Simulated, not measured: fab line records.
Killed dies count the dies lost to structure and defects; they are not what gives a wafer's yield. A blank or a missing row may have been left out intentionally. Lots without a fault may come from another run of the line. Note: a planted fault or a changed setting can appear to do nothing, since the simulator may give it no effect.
Matching of chambers ; flow nand harc ; NHARC_A_SLIT_DESCUM_14 on rie diel-13 has 4 sister chambers
The step chemistry O2, time 3 s. 4 wafers are shown with their chamber, then 10 later ones without.

WAFERS WITH THEIR CHAMBER
wafer;chamber;rf vpp V (V)
L087.2;1;58.7
L087.3;0;57.7
L089.2;3;59.6
L089.3;2;57.6

WAFERS WHOSE CHAMBER IS MISSING
wafer;rf vpp V (V)
L089.5;57.8
L092.1;56.6
L092.4;57.8
L092.6;57.6
L096.1;59.2
L096.2;58.3
L096.3;59.2
L096.4;58.6
L096.5;59.2
L096.6;58.1

WHICH CHAMBER EACH ONE RAN IN
wafer;from the rows above;in truth
L089.5;can't be placed: 0 or 2 or 1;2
L092.1;can't be placed: 2 or 0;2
L092.4;can't be placed: 0 or 2 or 1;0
L092.6;can't be placed: 2 or 0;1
L096.1;can't be placed: 3 or 1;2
L096.2;can't be placed: 1 or 0 or 2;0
L096.3;can't be placed: 3 or 1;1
L096.4;can't be placed: 1 or 0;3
L096.5;can't be placed: 3 or 1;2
L096.6;can't be placed: 0 or 2 or 1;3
0 of 10 placed correctly. From these rows, 10 cannot be placed; in 5 the true chamber is one of the candidates. Number placed wrongly: 0.
How it was worked out, from the rows above alone: a wafer's distance from a chamber is the root of the sum, over the readings, of the square of ((its reading less the chamber's mean) divided by the reading's scatter). The wafer belongs to the nearest chamber; if the next one is less than 2 further off, it can't be placed. For every chamber, the mean is computed from those of its wafers that are shown. The scatter: root of mean squared gap, hidden wafer to nearest shown wafer, with one shown wafer a chamber.
